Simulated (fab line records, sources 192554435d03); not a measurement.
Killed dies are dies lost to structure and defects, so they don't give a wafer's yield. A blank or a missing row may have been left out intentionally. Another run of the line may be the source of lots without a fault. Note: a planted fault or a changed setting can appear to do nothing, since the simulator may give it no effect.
fab line records -- flow n5_finfet -- part 1 of 2: steps 1 to 23 of 29
record lots=5, wafers=15, last_day=19
route steps=1938 shown DUMMY_GATE@217
lots that met no fault: taken from a fault-free run of the same line
start_h: hours from the record's opening day to when the first of the lot's shown wafers began -- wait_h: time in hours since the lot's previous step -- " as in the row above -- L1.1+2: several wafers, shown together as one row -- - value missing, or start not given -- * or withheld: withheld -- < > ~ a bound
route shown NAME@n: NAME is a module with steps in the file, n the number in the route of the first one -- usual: average and standard deviation across the fault-free wafers -- same: alike in all rows -- chamber/n: place in a boat -- sites: readings site by site -- _std_site: how widely they spread, as a standard deviation -- _edge_site: inner sites' mean taken away from outer sites' mean -- radius_mm: how far each site lies from the wafer's centre -- mask NAME#n: copy n -- behind: the most recent tool/chamber to have shaped the wafer -- hold: cause of the lot's hold/its duration in hours/its outcome -- device: the n, p or np transistor that did not switch -- end of line: tests run on the same wafers once the route is complete -- a step with no rows: only its recipe -- killed: dies that structure and defects cost at the first sort, which is not the same as the wafer's yield -- map: per-die view of a wafer (x killed, . not killed, _ where there is no die)
set.NAME: setting as actually run; set.NAME@STEP: the setting as run at that earlier step -- model.NAME: the simulator's own value behind a step, which no gauge read
certain route steps with their lots: each step a table, each wafer a row
services: a tool's chamber out of use, with start hour (start_h, from the record's first day; less than 0 if before it), hours out, and reason
## steps
# step N5_DUMMY_GATE_SRD_47
# recipe dry_time_s=32, dry=n2_spin, spin_rpm=1500
# usual spin_rpm=1500.0/0.79
lot.wafer,tool,chamber,start_h,wait_h,spin_rpm
L078.3,wet_bench-03,7,65.06,0.0,1500.9
L078.4,wet_bench-03,1,65.06,0.0,1499.6
L078.5,wet_bench-03,3,65.06,0.0,1500.2
L079.1,wet_bench-05,6,71.51,0.0,1499.1
L079.5,wet_bench-05,3,71.51,0.0,1500.1
L079.6,wet_bench-05,2,71.51,0.0,1499.7
L085.2,wet_bench-03,2,108.19,0.0,1500.0
L085.4,wet_bench-03,4,108.19,0.0,1500.8
L085.5,wet_bench-03,7,108.19,0.0,1500.3
L095.1,wet_bench-03,3,169.48,0.0,1500.2
L095.2,wet_bench-03,5,169.48,0.0,1498.5
L095.4,wet_bench-03,4,169.48,0.0,1500.8
L096.2,wet_bench-05,1,173.13,0.0,1499.9
L096.3,wet_bench-05,2,173.13,0.0,1500.5
L096.4,wet_bench-05,3,173.13,0.0,1501.3
# step N5_DUMMY_GATE_CMP_04
# recipe material=a-Si, post_cmp_clean=alkaline_brush
# usual motor_current_A=10.1/1, time_to_endpoint_s=14.4/2.5
lot.wafer,tool,chamber,start_h,wait_h,motor_current_A,time_to_endpoint_s
L078.3,cmp-03,3,65.10,0.0,10.8,16.8
L078.4,cmp-03,0,65.10,0.0,9.8,17.3
L078.5,cmp-03,3,65.10,0.0,10.9,13.7
L079.1,cmp-03,1,71.54,0.0,9.5,11.9
L079.6,cmp-03,1,71.54,0.0,8.9,10.3
L079.5,cmp-03,2,71.54,0.0,10.9,13.8
L085.2,cmp-01,3,108.23,0.0,9.9,15.5
L085.4,cmp-01,0,108.23,0.0,7.7,14.6
L085.5,cmp-01,3,108.23,0.0,10.2,15.3
L095.2,cmp-01,2,169.51,0.0,9.4,14.3
L095.4,cmp-01,3,169.51,0.0,10.2,16.1
L095.1,cmp-01,0,169.51,0.0,8.1,16.9
L096.4,cmp-03,3,173.16,0.0,10.8,11.3
L096.3,cmp-03,0,173.16,0.0,8.8,11.8
L096.2,cmp-03,2,173.16,0.0,10.7,10.3
# step N5_DUMMY_GATE_THK_MEAS_05
# usual thk_nm=72.3/1.1
lot.wafer,tool,chamber,start_h,wait_h,thk_nm
L078.3,film_metro-02,-,65.34,0.2,73.1
L078.4,film_metro-02,-,65.34,0.2,72.6
L078.5,film_metro-02,-,65.34,0.2,72.4
L079.1,film_metro-02,-,71.78,0.2,71.3
L079.5,film_metro-02,-,71.78,0.2,71.5
L079.6,film_metro-02,-,71.78,0.2,72.1
L085.2,film_metro-02,-,108.48,0.2,72.9
L085.4,film_metro-02,-,108.48,0.2,72.2
L085.5,film_metro-02,-,108.48,0.2,73.0
L095.1,film_metro-01,-,169.75,0.1,72.5
L095.2,film_metro-01,-,169.75,0.1,74.2
L095.4,film_metro-01,-,169.75,0.1,73.1
L096.2,film_metro-01,-,173.40,0.1,70.0
L096.3,film_metro-01,-,173.40,0.1,71.0
L096.4,film_metro-01,-,173.40,0.1,70.2
# step N5_DUMMY_GATE_HM_DEP_06
# recipe material=SiNx, target_thk_a=800, precursor=DCS/NH3, temp_c=700, pressure_mtorr=300, time_s=5141
# usual spike_tc_bottom_C=719/3.2, spike_tc_lower_C=700.4/1.5, susceptor_temp_C=699.92/0.2, zone_power_centre_pct=12.2/1.2, zone_power_top_pct=20.7/1.9, zone_power_upper_pct=10.1/0.59
lot.wafer,tool,chamber,start_h,wait_h,spike_tc_bottom_C,spike_tc_lower_C,susceptor_temp_C,zone_power_centre_pct,zone_power_top_pct,zone_power_upper_pct
L078.3,lpcvd-02,0/100,65.36,0.0,718,700.6,700.16,12.5,18.7,10.8
L078.4,lpcvd-02,0/104,65.36,0.0,718,700.6,700.16,12.5,18.7,10.8
L078.5,lpcvd-02,0/109,65.36,0.0,718,700.6,700.16,12.5,18.7,10.8
L079.1,lpcvd-02,1/15,71.81,0.0,721,701.0,699.84,11.7,18.6,10.5
L079.5,lpcvd-02,1/34,71.81,0.0,721,701.0,699.84,11.7,18.6,10.5
L079.6,lpcvd-02,1/39,71.81,0.0,721,701.0,699.84,11.7,18.6,10.5
L085.2,lpcvd-01,0/45,108.50,0.0,715,701.5,699.67,13.6,22.8,10.1
L085.4,lpcvd-01,0/54,108.50,0.0,715,701.5,699.67,13.6,22.8,10.1
L085.5,lpcvd-01,0/59,108.50,0.0,715,701.5,699.67,13.6,22.8,10.1
L095.1,lpcvd-02,1/15,169.97,0.2,722,701.9,700.14,11.7,18.3,10.5
L095.2,lpcvd-02,1/20,169.97,0.2,722,701.9,700.14,11.7,18.3,10.5
L095.4,lpcvd-02,1/29,169.97,0.2,722,701.9,700.14,11.7,18.3,10.5
L096.2,lpcvd-01,1/95,173.43,0.0,722,698.2,699.98,10.5,21.4,9.2
L096.3,lpcvd-01,1/100,173.43,0.0,722,698.2,699.98,10.5,21.4,9.2
L096.4,lpcvd-01,1/104,173.43,0.0,722,698.2,699.98,10.5,21.4,9.2
# step N5_DUMMY_GATE_PECVD_30
# recipe material=SiO2, target_thk_a=550, temp_c=400, precursor=TEOS/O2, pressure_torr=6.5, rf_w=withheld, teos_flow_sccm=withheld, gas=O2, flow_sccm=2650, time_s=10.8
# usual susceptor_temp_C=400.01/0.2
lot.wafer,tool,chamber,start_h,wait_h,susceptor_temp_C
L078.3,pecvd-01,0,71.27,0.0,400.08
L078.4,pecvd-01,1,71.27,0.0,400.13
L078.5,pecvd-01,0,71.27,0.0,400.04
L079.1,pecvd-01,1,75.75,0.0,400.07
L079.5,pecvd-01,1,75.75,0.0,400.21
L079.6,pecvd-01,0,75.75,0.0,400.08
L085.2,pecvd-02,2,112.44,0.0,400.02
L085.4,pecvd-02,2,112.44,0.0,400.21
L085.5,pecvd-02,0,112.44,0.0,400.00
L095.1,pecvd-01,2,173.91,0.0,399.86
L095.2,pecvd-01,1,173.91,0.0,399.82
L095.4,pecvd-01,1,173.91,0.0,399.80
L096.2,pecvd-04,1,177.37,0.0,400.02
L096.3,pecvd-04,0,177.37,0.0,400.19
L096.4,pecvd-04,1,177.37,0.0,399.80
# step N5_DUMMY_GATE_COAT_34
# recipe resist=SOC, temp_c=250, time_s=60, spin_rpm=1500, resist_thk_nm=60
lot.wafer,tool,chamber,start_h,wait_h
L078.3+4+5,litho_track-02,0,71.33,0.0
L079.1+5+6,litho_track-05,0,75.81,0.0
L085.2+4+5,litho_track-05,0,112.50,0.0
L095.1+2+4,litho_track-02,0,173.97,0.0
L096.2+3+4,litho_track-05,0,177.43,0.0
# step N5_DUMMY_GATE_COAT_35
# recipe resist=SiARC, temp_c=220, time_s=60, spin_rpm=1500, resist_thk_nm=10
lot.wafer,tool,chamber,start_h,wait_h
L078.3+4+5,litho_track-02,0,-,-
L079.1+5+6,litho_track-05,0,-,-
L085.2+4+5,litho_track-05,0,-,-
L095.1+2+4,litho_track-02,0,-,-
L096.2+3+4,litho_track-05,0,-,-
# step N5_DUMMY_GATE_COAT_28
# recipe resist=underlayer, temp_c=205, time_s=60, spin_rpm=1500, resist_thk_nm=10
lot.wafer,tool,chamber,start_h,wait_h
L078.3+4+5,litho_track-02,0,-,-
L079.1+5+6,litho_track-05,0,-,-
L085.2+4+5,litho_track-05,0,-,-
L095.1+2+4,litho_track-02,0,-,-
L096.2+3+4,litho_track-05,0,-,-
# step N5_DUMMY_GATE_COAT_09
# recipe resist=CAR-EUV, spin_rpm=1500, resist_thk_nm=30
lot.wafer,tool,chamber,start_h,wait_h
L078.3+4+5,litho_track-02,0,-,-
L079.1+5+6,litho_track-05,0,-,-
L085.2+4+5,litho_track-05,0,-,-
L095.1+2+4,litho_track-02,0,-,-
L096.2+3+4,litho_track-05,0,-,-
# step N5_DUMMY_GATE_EBR_11
# recipe solvent=PGMEA, ebr_width_mm=1.5
lot.wafer,tool,chamber,start_h,wait_h
L078.3+4+5,litho_track-02,0,-,-
L079.1+5+6,litho_track-05,0,-,-
L085.2+4+5,litho_track-05,0,-,-
L095.1+2+4,litho_track-02,0,-,-
L096.2+3+4,litho_track-05,0,-,-
# step N5_DUMMY_GATE_SOFTBAKE_10
# recipe temp_c=110, time_s=60, resist=CAR-EUV
lot.wafer,tool,chamber,start_h,wait_h
L078.3+4+5,litho_track-02,0,-,-
L079.1+5+6,litho_track-05,0,-,-
L085.2+4+5,litho_track-05,0,-,-
L095.1+2+4,litho_track-02,0,-,-
L096.2+3+4,litho_track-05,0,-,-
# step N5_DUMMY_GATE_EXPOSE_12
# recipe mask_id=GATE, na=0.33, source_shape=annular, sigma_inner=0.2, sigma_outer=0.6, polarization=unpolarized, target_cd_nm=25, dose_mj=34
# usual reticle_temp_C=23.01/0.11
# same sigma_outer=0.6
lot.wafer,tool,chamber,start_h,wait_h,mask,reticle_temp_C
L078.3,euv_scanner-01,0,71.48,-,GATE#0,23.22
L078.4,euv_scanner-01,0,71.48,-,GATE#0,22.93
L078.5,euv_scanner-01,0,71.48,-,GATE#0,23.01
L079.1,euv_scanner-02,0,76.09,-,GATE#0,23.02
L079.5,euv_scanner-02,0,76.09,-,GATE#0,23.02
L079.6,euv_scanner-02,0,76.09,-,GATE#0,23.09
L085.2,euv_scanner-02,0,112.77,-,GATE#0,23.06
L085.4,euv_scanner-02,0,112.77,-,GATE#0,23.20
L085.5,euv_scanner-02,0,112.77,-,GATE#0,23.14
L095.1,euv_scanner-01,0,174.10,-,GATE#0,23.01
L095.2,euv_scanner-01,0,174.10,-,GATE#0,23.01
L095.4,euv_scanner-01,0,174.10,-,GATE#0,22.94
L096.2,euv_scanner-02,0,177.70,-,GATE#0,22.91
L096.3,euv_scanner-02,0,177.70,-,GATE#0,22.94
L096.4,euv_scanner-02,0,177.70,-,GATE#0,22.83
# step N5_DUMMY_GATE_PEB_13
# recipe peb_temp_c=100, peb_time_s=60, resist=CAR-EUV
lot.wafer,tool,chamber,start_h,wait_h
L078.3+4+5,litho_track-04,0,71.53,0.0
L079.1+5+6,litho_track-05,0,76.15,0.1
L085.2+4+5,litho_track-05,0,112.82,0.0
L095.1+2+4,litho_track-04,0,174.16,0.1
L096.2+3+4,litho_track-04,0,177.75,0.0
# step N5_DUMMY_GATE_DEVELOP_14
# recipe develop_time_s=30, developer=TMAH, resist=CAR-EUV, rinse_liquid=surfactant_rinse, dry=air_spin, dev_temp_c=23
lot.wafer,tool,chamber,start_h,wait_h
L078.3+4+5,litho_track-04,0,-,-
L079.1+5+6,litho_track-05,0,-,-
L085.2+4+5,litho_track-05,0,-,-
L095.1+2+4,litho_track-04,0,-,-
L096.2+3+4,litho_track-04,0,-,-
# step N5_DUMMY_GATE_CD_MEAS_15
# recipe target_cd_nm=25.8, landing_energy_ev=500, detector=se_inlens
# usual cd_nm=25.04/0.25
lot.wafer,tool,chamber,start_h,wait_h,cd_nm
L078.3,cd_sem-02,0,71.60,-,24.67
L078.4,cd_sem-02,0,71.60,-,25.02
L078.5,cd_sem-02,0,71.60,-,24.86
L079.1,cd_sem-01,0,76.22,-,25.20
L079.5,cd_sem-01,0,76.22,-,25.07
L079.6,cd_sem-01,0,76.22,-,25.38
L085.2,cd_sem-03,0,112.89,-,25.04
L085.4,cd_sem-03,0,112.89,-,24.82
L085.5,cd_sem-03,0,112.89,-,24.63
L095.1,cd_sem-02,0,174.23,-,25.54
L095.2,cd_sem-02,0,174.23,-,24.87
L095.4,cd_sem-02,0,174.23,-,25.01
L096.2,cd_sem-01,0,177.82,-,24.77
L096.3,cd_sem-01,0,177.82,-,24.56
L096.4,cd_sem-01,0,177.82,-,25.27
# step N5_DUMMY_GATE_OVL_MEAS_16
# recipe points_per_wafer=522
# usual GATE_OVL=-0.2/0.6
lot.wafer,tool,chamber,start_h,wait_h,GATE_OVL[nm]
L078.3,overlay-01,0,71.65,0.0,-0.4
L078.4,overlay-01,0,71.65,0.0,-0.4
L078.5,overlay-01,0,71.65,0.0,0.2
L079.1,overlay-02,0,76.26,0.0,-0.9
L079.5,overlay-02,0,76.26,0.0,-0.6
L079.6,overlay-02,0,76.26,0.0,0.0
L085.2,overlay-01,0,112.94,0.0,0.0
L085.4,overlay-01,0,112.94,0.0,0.1
L085.5,overlay-01,0,112.94,0.0,0.1
L095.1,overlay-01,0,174.27,0.0,0.6
L095.2,overlay-01,0,174.27,0.0,-0.7
L095.4,overlay-01,0,174.27,0.0,-1.0
L096.2,overlay-01,0,177.86,0.0,-0.7
L096.3,overlay-01,0,177.86,0.0,-1.2
L096.4,overlay-01,0,177.86,0.0,-0.8
# step N5_DUMMY_GATE_INSPECT_17
# recipe mode=adi, inspect_instrument=brightfield
# usual raw_defect_count=198/56
lot.wafer,tool,chamber,start_h,wait_h,raw_defect_count
L078.3,defect_inspect-02,-,71.70,0.0,280
L078.4,defect_inspect-02,-,71.70,0.0,337
L078.5,defect_inspect-02,-,71.70,0.0,233
L079.1,defect_inspect-02,-,76.32,0.1,162
L079.5,defect_inspect-02,-,76.32,0.1,120
L079.6,defect_inspect-02,-,76.32,0.1,240
L085.2,defect_inspect-01,-,112.99,0.0,195
L085.4,defect_inspect-01,-,112.99,0.0,199
L085.5,defect_inspect-01,-,112.99,0.0,179
L095.1,defect_inspect-02,-,174.33,0.1,178
L095.2,defect_inspect-02,-,174.33,0.1,238
L095.4,defect_inspect-02,-,174.33,0.1,248
L096.2,defect_inspect-02,-,177.91,0.0,227
L096.3,defect_inspect-02,-,177.91,0.0,171
L096.4,defect_inspect-02,-,177.91,0.0,316
# step N5_DUMMY_GATE_DESCUM_20
# recipe chemistry=O2, time_s=6.2, source_power_w=50, bias_power_w=20, pressure_mtorr=20, rf_frequency_hz=2.712e+07, temp_c=40, resist=CAR-EUV, o2_flow_sccm=225
# usual drypump_motor_current_A=5.8/0.4, oes_product_au=0.78/0.093, rf_vpp_V=243.2/1.3, showerhead_plenum_p_Torr=2.10/0.062, throttle_valve_pct=20.47/0.17
lot.wafer,tool,chamber,start_h,wait_h,drypump_motor_current_A,oes_product_au,rf_hours_counter_h,rf_vpp_V,showerhead_plenum_p_Torr,throttle_valve_pct
L078.3,rie_diel-03,0,72.08,0.4,5.5,0.76,137,242.2,2.02,20.68
L078.4,rie_diel-03,3,72.08,0.4,5.7,0.71,210,243.1,2.16,20.51
L078.5,rie_diel-03,1,72.08,0.4,5.2,0.67,-,244.9,2.14,20.68
L079.1,rie_diel-02,3,76.35,0.0,5.5,0.69,254,241.5,1.98,20.79
L079.5,rie_diel-02,0,76.35,0.0,6.3,0.75,-,243.3,2.09,20.32
L079.6,rie_diel-02,3,76.35,0.0,5.5,0.70,-,239.2,1.98,20.78
L085.2,rie_diel-02,1,113.57,0.6,6.4,0.74,171,243.7,2.09,20.31
L085.4,rie_diel-02,3,113.57,0.6,5.5,0.95,5,243.9,2.25,20.31
L085.5,rie_diel-02,1,113.57,0.6,6.4,0.74,-,242.3,2.09,20.32
L095.1,rie_diel-03,3,174.36,0.0,5.7,0.68,247,244.1,2.14,20.58
L095.2,rie_diel-03,0,174.36,0.0,5.5,0.72,172,240.7,2.00,20.74
L095.4,rie_diel-03,2,174.36,0.0,5.7,0.68,235,242.3,2.06,20.78
L096.2,rie_diel-04,0,178.16,0.2,5.5,0.71,195,243.5,2.08,20.46
L096.3,rie_diel-04,3,178.16,0.2,6.1,0.90,42,242.6,2.06,20.34
L096.4,rie_diel-04,2,178.16,0.2,5.9,0.70,219,243.5,2.08,20.37
# step N5_DUMMY_GATE_ETCH_29
# recipe chemistry=N2/H2, target=underlayer, target_depth_a=130, ion_energy_ev=200, pressure_mtorr=30, source_w=840, bias_w=150, n2_flow_sccm=200, h2_flow_sccm=200
# usual drypump_motor_current_A=5.8/0.41, h2_flow_sccm=200.0/0.61, oes_product_au=0.77/0.088, rf_vpp_V=523.8/2.1, showerhead_plenum_p_Torr=2.54/0.071, throttle_valve_pct=17.89/0.25
lot.wafer,tool,chamber,start_h,wait_h,drypump_motor_current_A,h2_flow_sccm,oes_product_au,rf_hours_counter_h,rf_vpp_V,showerhead_plenum_p_Torr,throttle_valve_pct
L078.3,rie_diel-03,0,72.14,0.0,5.5,200.5,0.76,137,520.2,2.45,18.16
L078.4,rie_diel-03,3,72.14,0.0,5.7,199.6,0.68,210,526.9,2.63,18.00
L078.5,rie_diel-03,1,72.14,0.0,5.2,200.3,0.68,-,527.0,2.61,18.10
L079.1,rie_diel-02,3,76.42,0.0,5.5,199.4,0.68,254,520.9,2.38,18.06
L079.5,rie_diel-02,0,76.42,0.0,6.3,200.4,0.76,-,523.6,2.53,17.75
L079.6,rie_diel-02,3,76.42,0.0,5.5,199.9,0.68,-,520.2,2.38,18.05
L085.2,rie_diel-02,1,113.63,0.0,6.4,200.4,0.73,171,523.1,2.53,17.70
L085.4,rie_diel-02,3,113.63,0.0,5.5,200.0,0.93,5,528.1,2.70,17.58
L085.5,rie_diel-02,1,113.63,0.0,6.4,200.4,0.73,-,523.9,2.53,17.72
L095.1,rie_diel-03,3,174.43,0.0,5.7,199.4,0.67,247,525.6,2.61,18.09
L095.2,rie_diel-03,0,174.43,0.0,5.5,199.6,0.74,172,519.0,2.43,18.22
L095.4,rie_diel-03,2,174.43,0.0,5.7,200.0,0.69,235,521.9,2.51,18.32
L096.2,rie_diel-04,0,178.23,0.0,5.5,200.7,0.72,195,523.8,2.54,18.18
L096.3,rie_diel-04,3,178.23,0.0,6.1,200.4,0.90,42,522.3,2.49,17.72
L096.4,rie_diel-04,2,178.23,0.0,6.0,199.5,0.71,219,523.5,2.50,17.73
# step N5_DUMMY_GATE_ETCH_36
# recipe chemistry=CF4, target=SiARC, target_depth_a=130, pressure_mtorr=40, source_w=545, bias_w=36, Ar_flow_sccm=100, cf4_flow_sccm=100, ion_energy_ev=80
# usual drypump_motor_current_A=5.8/0.4, oes_product_au=0.77/0.088, rf_vpp_V=184.2/1, showerhead_plenum_p_Torr=2.14/0.059, throttle_valve_pct=15.64/0.25
lot.wafer,tool,chamber,start_h,wait_h,drypump_motor_current_A,oes_product_au,rf_hours_counter_h,rf_vpp_V,showerhead_plenum_p_Torr,throttle_valve_pct
L078.3,rie_diel-03,0,72.18,0.0,5.5,0.76,137,183.0,2.07,15.84
L078.4,rie_diel-03,3,72.18,0.0,5.7,0.70,210,185.4,2.21,15.83
L078.5,rie_diel-03,1,72.18,0.0,5.2,0.67,-,185.0,2.21,16.00
L079.1,rie_diel-02,3,76.46,0.0,5.5,0.68,254,182.1,2.03,15.90
L079.5,rie_diel-02,0,76.46,0.0,6.3,0.76,-,182.5,2.13,15.57
L079.6,rie_diel-02,3,76.46,0.0,5.5,0.68,-,183.3,2.03,15.89
L085.2,rie_diel-02,1,113.67,0.0,6.4,0.73,171,183.9,2.14,15.46
L085.4,rie_diel-02,3,113.67,0.0,5.5,0.94,5,184.7,2.28,15.35
L085.5,rie_diel-02,1,113.67,0.0,6.4,0.73,-,184.8,2.14,15.48
L095.1,rie_diel-03,3,174.47,0.0,5.7,0.68,247,184.8,2.20,15.92
L095.2,rie_diel-03,0,174.47,0.0,5.5,0.74,172,184.0,2.05,15.90
L095.4,rie_diel-03,2,174.47,0.0,5.7,0.69,235,184.0,2.13,16.07
L096.2,rie_diel-04,0,178.27,0.0,5.5,0.73,195,184.3,2.12,15.70
L096.3,rie_diel-04,3,178.27,0.0,6.0,0.90,42,183.3,2.09,15.33
L096.4,rie_diel-04,2,178.27,0.0,6.0,0.71,219,183.7,2.13,15.59
# step N5_DUMMY_GATE_ETCH_37
# recipe chemistry=N2/H2, target=SOC, target_depth_a=600, overetch_a=300, temp_c=40, ion_energy_ev=200, pressure_mtorr=30, source_w=840, bias_w=150, n2_flow_sccm=200, h2_flow_sccm=200
# usual drypump_motor_current_A=5.8/0.4, h2_flow_sccm=200.0/0.55, oes_product_au=0.61/0.067, rf_vpp_V=524.0/2.2, showerhead_plenum_p_Torr=2.54/0.071, throttle_valve_pct=17.82/0.25
lot.wafer,tool,chamber,start_h,wait_h,drypump_motor_current_A,h2_flow_sccm,oes_product_au,rf_hours_counter_h,rf_vpp_V,showerhead_plenum_p_Torr,throttle_valve_pct
L078.3,rie_diel-03,0,72.22,0.0,5.5,200.1,0.60,137,521.2,2.45,18.09
L078.4,rie_diel-03,3,72.22,0.0,5.7,199.7,0.57,210,524.8,2.63,17.96
L078.5,rie_diel-03,1,72.22,0.0,5.2,199.0,0.55,-,526.2,2.61,18.04
L079.1,rie_diel-02,3,76.50,0.0,5.5,199.7,0.55,254,520.1,2.38,18.01
L079.5,rie_diel-02,0,76.50,0.0,6.3,200.0,0.59,-,523.6,2.53,17.67
L079.6,rie_diel-02,3,76.50,0.0,5.5,199.5,0.55,-,519.6,2.38,18.00
L085.2,rie_diel-02,1,113.71,0.0,6.4,200.0,0.58,171,524.0,2.53,17.64
L085.4,rie_diel-02,3,113.71,0.0,5.5,199.7,0.74,5,529.3,2.70,17.50
L085.5,rie_diel-02,1,113.71,0.0,6.4,200.2,0.57,-,523.9,2.53,17.63
L095.1,rie_diel-03,3,174.51,0.0,5.7,199.4,0.55,247,524.5,2.61,18.02
L095.2,rie_diel-03,0,174.51,0.0,5.5,199.1,0.57,172,521.0,2.43,18.15
L095.4,rie_diel-03,2,174.51,0.0,5.7,200.1,0.55,235,523.1,2.50,18.26
L096.2,rie_diel-04,0,178.31,0.0,5.5,200.7,0.57,195,523.2,2.54,18.10
L096.3,rie_diel-04,3,178.31,0.0,6.1,200.0,0.71,42,521.3,2.49,17.64
L096.4,rie_diel-04,2,178.31,0.0,6.0,200.0,0.57,219,522.4,2.50,17.68
# step N5_DUMMY_GATE_STRIP_38
# recipe chemistry=N2/H2, temp_c=40, n2_flow_sccm=200, h2_flow_sccm=200, rf_frequency_hz=6e+07
lot.wafer,tool,chamber,start_h,wait_h
L078.3+4+5,rie_diel-03,"0,3,1",72.26,0.0
L079.1+5+6,rie_diel-02,"3,0,3",76.54,0.0
L085.2+4+5,rie_diel-02,"1,3,1",113.75,0.0
L095.1+2+4,rie_diel-03,"3,0,2",174.55,0.0
L096.2+3+4,rie_diel-04,"0,3,2",178.35,0.0
# step N5_DUMMY_GATE_STRIP_39
# recipe chemistry=N2/H2, temp_c=40, n2_flow_sccm=200, h2_flow_sccm=200, rf_frequency_hz=6e+07
lot.wafer,tool,chamber,start_h,wait_h
L078.3+4+5,rie_diel-03,"0,3,1",72.27,0.0
L079.1+5+6,rie_diel-02,"3,0,3",76.55,0.0
L085.2+4+5,rie_diel-02,"1,3,1",113.76,0.0
L095.1+2+4,rie_diel-03,"3,0,2",174.56,0.0
L096.2+3+4,rie_diel-04,"0,3,2",178.36,0.0
